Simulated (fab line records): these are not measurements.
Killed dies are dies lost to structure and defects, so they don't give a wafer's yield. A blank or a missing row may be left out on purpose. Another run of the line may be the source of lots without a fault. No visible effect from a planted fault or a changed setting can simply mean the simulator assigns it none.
Which tool was responsible? ; flow n5Finfet ; 10 lots, 27 wafers sampled, at 5 steps of a route of 1938

== WHAT EACH GAUGE READ, for each wafer ==
N5_BEOL_M4_RC_MEAS_101. Usual: DIBL_N 35.3 mV/V, standard deviation 1.5; DIBL_P 35.3 mV/V, standard deviation 1.9; IOFF_N 0.145 nA/um, standard deviation 0.027; IOFF_P 0.20 nA/um, standard deviation 0.033; ION_N 670 uA/um, standard deviation 12; ION_P 462 uA/um, standard deviation 6.8; SS_N 71.3 mV/dec, standard deviation 0.6; SS_P 73.1 mV/dec, standard deviation 0.7; VT_N 251 mV, standard deviation 3.4; VT_P -251 mV, standard deviation 3.2.
lot;measured;on;DIBL_N (mV/V);DIBL_P (mV/V);IOFF_N (nA/um);IOFF_P (nA/um);ION_N (uA/um);ION_P (uA/um);SS_N (mV/dec);SS_P (mV/dec);VT_N (mV);VT_P (mV);flag
L207;day 8 14:43;prober-02;35.3 33.1 35.4;35.0 32.6 35.4;0.147 0.115 0.157;0.18 0.16 0.20;670 664 679;456 458 466;71.7 70.6 70.9;72.2 72.7 72.6;248 254 248;-254 -252 -247;
L209;day 9 00:02;prober-02;33.6 36.0 35.5;35.7 38.2 37.7;0.140 0.180 0.182;0.19 0.24 0.22;675 683 686;461 466 462;70.7 71.5 71.5;74.2 73.6 74.4;247 245 246;-252 -249 -248;
L212;day 9 12:05;prober-01;36.7 35.3 36.8;36.6 35.2 37.3;0.162 0.133 0.160;0.24 0.22 0.25;669 664 679;464 466 467;71.9 71.6 72.0;73.4 73.0 73.3;251 251 248;-247 -249 -245;
L215;day 10 08:13;prober-01;35.2;35.0;0.133;0.20;670;468;70.8;73.1;251;-251;
L217;day 11 01:15;prober-02;33.6 34.0;33.8 34.8;0.130 0.126;0.20 0.20;674 656;474 458;70.3 71.2;72.5 72.3;249 255;-250 -248;
L218;day 11 10:58;prober-01;34.0 31.6 35.0;34.9 31.7 35.7;0.120 0.090 0.139;0.19 0.15 0.20;654 637 672;458 446 465;70.6 70.3 70.4;72.7 72.0 73.0;256 260 252;-250 -251 -249;
L220;day 11 22:42;prober-02;35.4 33.1 32.8;36.4 33.2 33.1;0.139 0.101 0.107;0.19 0.15 0.15;662 649 663;460 449 449;71.7 71.2 71.0;73.9 72.4 72.7;252 256 256;-250 -253 -255;
L222;day 12 12:25;prober-02;35.0 36.7 34.3;34.5 36.2 33.6;0.126 0.153 0.119;0.17 0.20 0.17;671 669 670;461 456 464;71.3 71.5 71.0;73.3 73.5 72.6;254 251 254;-251 -252 -255;
L223;day 12 13:41;prober-01;33.4 37.6 37.0;31.0 36.8 36.0;0.119 0.200 0.192;0.16 0.24 0.23;656 695 694;459 468 466;70.7 72.2 71.7;72.1 73.1 73.6;255 247 245;-252 -248 -247;
L228;day 13 16:16;prober-01;36.1 36.3 35.4;34.9 35.3 35.1;0.148 0.159 0.150;0.18 0.19 0.19;668 676 662;454 462 461;71.4 71.4 71.5;73.0 73.0 73.4;251 248 247;-255 -253 -252;

== TOOL THAT RAN EACH LOT (tool first, then ch and the chambers of the sampled wafers, then the start) ==
lot;N5_HKMG_FIN_STRIP_90;N5_HKMG_FIN_W_FILL_22;N5_GATE_CUT_ETCH_56;N5_GATE_CUT_STRIP_59
L207;rieDiel-03 ch 0,2,3, day 4 12:41;cvdW-02 ch 0,1, day 4 13:48;rieMetal-03 ch 0,1, day 4 14:46;rieDiel-01 ch 0,1,3, day 4 15:04
L209;rieDiel-05 ch 0,1,2, day 4 18:45;cvdW-01 ch 1, day 4 19:52;rieMetal-03 ch 0, day 4 20:55;rieDiel-01 ch 0,3, day 4 21:12
L212;rieDiel-03 ch 1,3, day 5 16:47;cvdW-02 ch 0,1, day 5 17:55;rieMetal-03 ch 0,1, day 5 18:54;rieDiel-06 ch 0,1,3, day 5 19:09
L215;rieDiel-05 ch 2, day 6 05:23;cvdW-01 ch 0, day 6 06:31;rieMetal-03 ch 1, day 6 07:30;rieDiel-01 ch 3, day 6 07:46
L217;rieDiel-05 ch 0,2, day 6 20:16;cvdW-02 ch 0,1, day 6 21:22;rieMetal-03 ch 1, day 6 22:20;rieDiel-06 ch 0,2, day 6 22:53
L218;rieDiel-03 ch 0,1,2, day 7 03:07;cvdW-02 ch 0,1, day 7 04:13;rieMetal-01 ch 0,1, day 7 05:11;rieDiel-06 ch 0,1,3, day 7 05:31
L220;rieDiel-04 ch 1,2, day 7 12:44;cvdW-02 ch 0,1, day 7 13:50;rieMetal-02 ch 0,1, day 7 14:49;rieDiel-02 ch 0,1,2, day 7 15:05
L222;rieDiel-03 ch 0,1,3, day 7 21:53;cvdW-01 ch 0,1, day 7 22:59;rieMetal-02 ch 1, day 7 23:58;rieDiel-06 ch 0,1, day 8 00:14
L223;rieDiel-03 ch 0,2,3, day 8 09:37;cvdW-02 ch 0,1, day 8 10:43;rieMetal-01 ch 0, day 8 11:41;rieDiel-01 ch 0,1,3, day 8 11:58
L228;rieDiel-05 ch 1,2,3, day 9 19:42;cvdW-01 ch 0,1, day 9 20:49;rieMetal-01 ch 0,1, day 9 21:47;rieDiel-06 ch 0,1,3, day 9 22:05
- N5_HKMG_FIN_STRIP_90: strips SOC in N2/H2, time 20 s.
- N5_HKMG_FIN_W_FILL_22: material W, target thk 60 nm, time 18.2 s.
- N5_GATE_CUT_ETCH_56: etches TiN in Cl2/Ar, target depth 21.6 nm.
- N5_GATE_CUT_STRIP_59: strips in N2/H2, time 20 s.

== AS READ BY THE TOOLS THEMSELVES (means over the sampled wafers that have a number; for cases with no such wafer, the mark the record gives instead) ==
N5_HKMG_FIN_STRIP_90. Usual: drypumpMotorCurrentA 5.6 A, standard deviation 0.56; oesProductAu 0.80 a.u., standard deviation 0.079; rfVppV 54.2 V, standard deviation 0.88; showerheadPlenumPTorr 3.31 Torr, standard deviation 0.13; throttleValvePct 19.1 %, standard deviation 0.35.
lot;tool;drypumpMotorCurrentA (A);oesProductAu (a.u.);rfVppV (V);showerheadPlenumPTorr (Torr);throttleValvePct (%);flag
L207;rieDiel-03;5.2;0.77;53.6;3.24;19.2;
L209;rieDiel-05;5.7;0.84;55.0;3.32;18.9;
L212;rieDiel-03;5.8;0.73;54.3;3.23;19.3;
L215;rieDiel-05;6.0;0.82;53.1;3.40;19.1;
L217;rieDiel-05;5.6;0.80;54.0;3.33;19.0;
L218;rieDiel-03;5.5;0.83;54.3;3.35;19.2;
L220;rieDiel-04;6.0;0.82;54.9;3.47;18.5;
L222;rieDiel-03;5.7;0.75;53.2;3.27;19.4;
L223;rieDiel-03;5.2;0.83;53.5;3.22;19.1;
L228;rieDiel-05;5.5;0.81;54.0;3.29;19.2;

N5_HKMG_FIN_W_FILL_22. Usual: heaterPowerW 856 W, standard deviation 25; throttleValvePct 19.5 %, standard deviation 1.2.
lot;tool;heaterPowerW (W);throttleValvePct (%);flag
L207;cvdW-02;832;18.6;
L209;cvdW-01;878;19.9;
L212;cvdW-02;864;18.4;
L215;cvdW-01;822;21.3;
L217;cvdW-02;852;18.7;
L218;cvdW-02;840;18.8;
L220;cvdW-02;853;18.6;
L222;cvdW-01;862;21.2;
L223;cvdW-02;854;18.6;
L228;cvdW-01;872;20.9;

N5_GATE_CUT_ETCH_56. Usual: drypumpMotorCurrentA 6.0 A, standard deviation 0.49; mfcArSccm 60.00 sccm, standard deviation 0.18; oesProductAu 0.75 a.u., standard deviation 0.099; rfFwdPowerW 596.7 W, standard deviation 2.4; throttleValvePct 20.8 %, standard deviation 0.36.
lot;tool;drypumpMotorCurrentA (A);mfcArSccm (sccm);oesProductAu (a.u.);rfFwdPowerW (W);throttleValvePct (%);flag
L207;rieMetal-03;6.2;59.76;0.74;594.3;20.7;
L209;rieMetal-03;6.1;59.82;0.70;591.7;20.7;
L212;rieMetal-03;6.1;60.13;0.77;595.9;20.8;
L215;rieMetal-03;6.1;59.81;0.91;740.1;20.6;OFF
L217;rieMetal-03;6.1;59.82;0.90;740.7;20.6;OFF
L218;rieMetal-01;5.7;59.88;0.82;596.8;20.7;
L220;rieMetal-02;5.6;60.05;0.73;596.1;20.8;
L222;rieMetal-02;6.6;60.07;0.84;597.2;20.7;
L223;rieMetal-01;5.4;59.97;0.89;598.6;20.3;
L228;rieMetal-01;5.7;60.03;0.79;598.9;20.7;

N5_GATE_CUT_STRIP_59. Usual: drypumpMotorCurrentA 5.8 A, standard deviation 0.4; oesProductAu 0.77 a.u., standard deviation 0.071; rfVppV 45.3 V, standard deviation 0.86; showerheadPlenumPTorr 3.34 Torr, standard deviation 0.084; throttleValvePct 12.2 %, standard deviation 0.3.
lot;tool;drypumpMotorCurrentA (A);oesProductAu (a.u.);rfVppV (V);showerheadPlenumPTorr (Torr);throttleValvePct (%);flag
L207;rieDiel-01;6.0;0.75;45.1;3.27;12.0;
L209;rieDiel-01;6.2;0.75;46.0;3.28;12.1;
L212;rieDiel-06;5.5;0.73;45.2;3.40;12.3;
L215;rieDiel-01;6.2;0.78;45.6;3.25;12.1;
L217;rieDiel-06;5.9;0.71;46.1;3.32;12.6;
L218;rieDiel-06;5.5;0.72;46.1;3.39;12.3;
L220;rieDiel-02;5.6;0.77;46.4;3.37;12.4;
L222;rieDiel-06;5.6;0.73;45.2;3.35;12.1;
L223;rieDiel-01;6.0;0.83;44.8;3.25;11.9;
L228;rieDiel-06;5.5;0.80;45.4;3.39;12.1;

== THE ANSWER, worked out from the rows above alone ==
Rule: take the mean of a lot's wafers that have a number; if it is more than 3 standard deviations from the usual mean, the lot is off. Also off: a lot with no number at a reading for which 4 or more lots have one. Where the step has rows for the other lots, those lots are counted as sound. Order of review: gauges by route order, followed by the tools' own readings, for which a lot's mean as printed above is used. At the first step where some lot is off, the reading lying furthest off is the one used; lots without a number count as furthest.
Off at N5_GATE_CUT_ETCH_56 (rfFwdPowerW): L215, L217.
A tool fits if, at that step or a process step before it, it ran every lot that is off, and no sound lot after the first of them. One fits: rieMetal-03 at N5_GATE_CUT_ETCH_56. A fault onset in the window from L212 (day 5 18:54, its last sound lot) to L215 (day 6 07:30, its first lot off) fits.
The tool's own readings at N5_GATE_CUT_ETCH_56 bear it out: on the lots that are off they differ by more than 5 times the standard deviation of the sound lots' means. rfFwdPowerW reads 740.4 W there against 596.2 W on the sound lots.

== WHAT THE SIMULATOR HAD PUT IN ==
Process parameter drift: rieMetal-03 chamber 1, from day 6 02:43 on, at N5_GATE_CUT_ETCH_56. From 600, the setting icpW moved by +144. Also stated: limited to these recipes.
Shown lots that were struck: L215, L217. The rule above reached the same finding.
